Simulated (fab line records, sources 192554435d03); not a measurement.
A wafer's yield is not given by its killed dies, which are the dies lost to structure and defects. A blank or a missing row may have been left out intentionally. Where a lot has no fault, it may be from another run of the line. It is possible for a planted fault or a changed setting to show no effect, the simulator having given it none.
Chamber matching	flow n5 finfet	N5_BEOL_M1_STRIP_36 on rie diel-05: 4 sister chambers
The step strips in N2/H2. 14 wafers are shown with their chamber, then 7 later ones without.

## WAFERS PAIRED WITH THEIR CHAMBERS
wafer	chamber	showerhead plenum p Torr (Torr)	drypump motor current A (A)	oes product au (a.u.)
L077.1	2	2.65	5.0	0.73
L077.4	3	2.66	5.6	0.74
L077.6	2	2.65	5.0	0.73
L085.2	3	2.65	5.6	0.73
L085.3	0	2.40	6.1	0.70
L085.6	0	2.40	6.2	0.70
L086.2	0	2.40	6.1	0.71
L086.3	2	2.64	5.0	0.71
L086.4	3	2.65	5.6	0.73
L088.1	0	2.40	6.2	0.70
L088.2	2	2.64	5.0	0.72
L088.5	0	2.40	6.2	0.70
L090.1	3	2.65	5.6	0.73
L090.3	1	2.57	5.7	0.85

SIGNATURES, as means of the wafers listed above
reading	chamber 0	chamber 1	chamber 2	chamber 3	scatter within a chamber
showerhead plenum p Torr	2.4000	2.5700	2.6450	2.6525	0.00418
drypump motor current A	6.160	5.700	5.000	5.600	0.0346
oes product au	0.7020	0.8500	0.7225	0.7325	0.00656
Rule: a wafer lies at a distance from a chamber equal to the root of the sum of squares, over the readings, of (its reading less the chamber's mean, divided by the reading's scatter). If the next closest chamber is less than 2 further off than the closest, the wafer can't be placed; otherwise it belongs to the closest. How the scatter is found: for the shown wafers, subtract from each reading the mean of its chamber, square and add these, divide the total by (wafers less chambers), then take the root.

## WAFERS WITHOUT THEIR CHAMBER
wafer	showerhead plenum p Torr (Torr)	drypump motor current A (A)	oes product au (a.u.)
L090.5	2.57	5.7	0.87
L092.1	2.65	5.6	0.73
L092.2	2.64	5.0	0.71
L092.5	2.40	6.1	0.71
L096.1	2.64	5.6	0.72
L096.2	2.39	6.1	0.68
L096.3	2.64	5.0	0.69

## WHICH CHAMBER EACH ONE RAN IN
wafer	from the rows above	in truth
L090.5	1	1
L092.1	3	3
L092.2	2	2
L092.5	0	0
L096.1	3	3
L096.2	0	0
L096.3	2	2
Correct placement for 7 of the 7. Left unplaced by these rows: 0. Number placed wrongly: 0.
